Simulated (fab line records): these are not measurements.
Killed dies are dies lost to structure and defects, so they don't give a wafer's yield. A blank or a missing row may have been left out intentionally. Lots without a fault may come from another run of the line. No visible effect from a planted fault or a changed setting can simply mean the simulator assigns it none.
One fault through the eyes of 3 desks :: flow nandHarc :: what lay behind the numbers comes last; until then each desk has only its own

FROM THE METROLOGY DESK
Means of the sampled wafers that have a number, per lot and without regard to the tool the lot ran on: this is what the gauges read. Marked OUT: a lot whose mean sits more than 4 standard deviations from the usual mean, which makes it out of limits; the brackets give that distance.
Columns: A = cdNm at NHARC_P_M1_CD_MEAS_16, usual 130.1 nm
lot: L136
first seen here: day 5 23:27
A: 130.6

lot: L137
first seen here: day 6 00:11
A: 130.9

lot: L139
first seen here: day 6 18:35
A: 129.9

lot: L138
first seen here: day 6 19:36
A: 130.1

lot: L141
first seen here: day 7 08:29
A: 130.0

lot: L144
first seen here: day 8 02:14
A: 130.3

lot: L149
first seen here: day 9 06:40
A: 130.1

lot: L147
first seen here: day 9 07:01
A: 130.3

lot: L148
first seen here: day 9 08:33
A: 128.9

lot: L151
first seen here: day 9 21:20
A: 129.9

lot: L153
first seen here: day 10 10:34
A: 130.4

lot: L155
first seen here: day 10 13:02
A: 130.2

lot: L154
first seen here: day 10 14:36
A: 130.4

lot: L157
first seen here: day 11 00:40
A: 130.4

lot: L159
first seen here: day 11 16:00
A: 129.6
This desk found nothing out of limits on any of the 15 lots.

THE DEFECT DESK
What the inspections along the route counted, lot by lot: means of the sampled wafers that have a number. Marked OUT: a lot whose mean sits more than 4 standard deviations from the usual mean, which makes it out of limits; the brackets give that distance.
Columns: A = rawDefectCount at NHARC_P_M0_INSPECT_11, usual 4.2
lot: L136
first seen here: day 5 19:08
A: 2.7

lot: L137
first seen here: day 5 19:46
A: 3.3

lot: L139
first seen here: day 6 14:07
A: 4.0

lot: L138
first seen here: day 6 14:31
A: 2.0

lot: L141
first seen here: day 7 04:04
A: 2.3

lot: L144
first seen here: day 7 21:43
A: 2.7

lot: L149
first seen here: day 9 02:05
A: 7.5

lot: L147
first seen here: day 9 02:38
A: 2.0

lot: L148
first seen here: day 9 03:46
A: 2.5

lot: L151
first seen here: day 9 16:13
A: 12.0

lot: L153
first seen here: day 10 05:31
A: 3.0

lot: L155
first seen here: day 10 08:23
A: 5.7

lot: L154
first seen here: day 10 09:55
A: 1.7

lot: L157
first seen here: day 10 20:10
A: 4.0

lot: L159
first seen here: day 11 11:10
A: 5.0
This desk found nothing out of limits on any of the 15 lots.

AT THE TOOL OWNER'S DESK: rieDiel-08
The tool's own readings at NHARC_P_CONTACT_ETCH_31 (etches the open film in CH3F/O2, target depth 30 nm, time 85.7 s): means of the sampled wafers that have a number, for each lot that ran on this tool. Marked OUT: a lot whose mean sits more than 4 standard deviations from the usual mean, which makes it out of limits; the brackets give that distance.
Columns: A = chamberPressureMTorr at NHARC_P_CONTACT_ETCH_31, usual 25.001 mTorr; B = drypumpMotorCurrentA at NHARC_P_CONTACT_ETCH_31, usual 5.5 A; C = oesProductAu at NHARC_P_CONTACT_ETCH_31, usual 0.981 a.u.; D = rfVppV at NHARC_P_CONTACT_ETCH_31, usual 244.1 V; E = showerheadPlenumPTorr at NHARC_P_CONTACT_ETCH_31, usual 2.45 Torr; F = throttleValvePct at NHARC_P_CONTACT_ETCH_31, usual 20.664 %
lot: L137
first seen here: day 5 12:49
A: 25.000
B: 5.2
C: 0.967
D: 241.8
E: 2.32
F: 20.660

lot: L139
first seen here: day 6 01:40
A: 25.009
B: 5.5
C: 0.976
D: 244.2
E: 2.40
F: 20.671

lot: L144
first seen here: day 7 18:22
A: 25.022
B: 5.3
C: 0.977
D: 241.5
E: 2.31
F: 20.664

lot: L149
first seen here: day 8 21:59
A: 24.999
B: 5.3
C: 0.839 (-12) OUT
D: 242.7
E: 2.30
F: 20.681

lot: L147
first seen here: day 8 23:07
A: 24.984
B: 5.3
C: 0.826 (-13) OUT
D: 244.3
E: 2.44
F: 20.662

lot: L148
first seen here: day 9 00:24
A: 25.020
B: 5.0
C: 0.669 (-26) OUT
D: 240.8
E: 2.30
F: 20.674
This desk finds L147, L148, L149 out of limits, L149 being first, at day 8 21:59 (oesProductAu at NHARC_P_CONTACT_ETCH_31). L137, L139, L144: within limits.

TAKEN TOGETHER
An alarm could have come from the tool owner's desk at day 8 21:59, on L147, L148, L149.
The metrology desk saw nothing out of limits.
The defect desk saw nothing out of limits.
The metrology desk has L147, L148, L149 on record, within its limits.
The defect desk has L147, L148, L149 on record, within its limits.
The lots listed all ran NHARC_P_CONTACT_ETCH_31 on rieDiel-08.

WHAT THE SIMULATOR HAD PUT IN
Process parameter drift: rieDiel-08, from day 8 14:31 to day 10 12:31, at NHARC_P_CONTACT_ETCH_31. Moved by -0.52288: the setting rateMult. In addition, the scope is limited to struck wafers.
Lots struck among those shown: L147, L148, L149.
Hours from the fault's start to each desk's first reading out of limits: the tool owner's desk, 7.
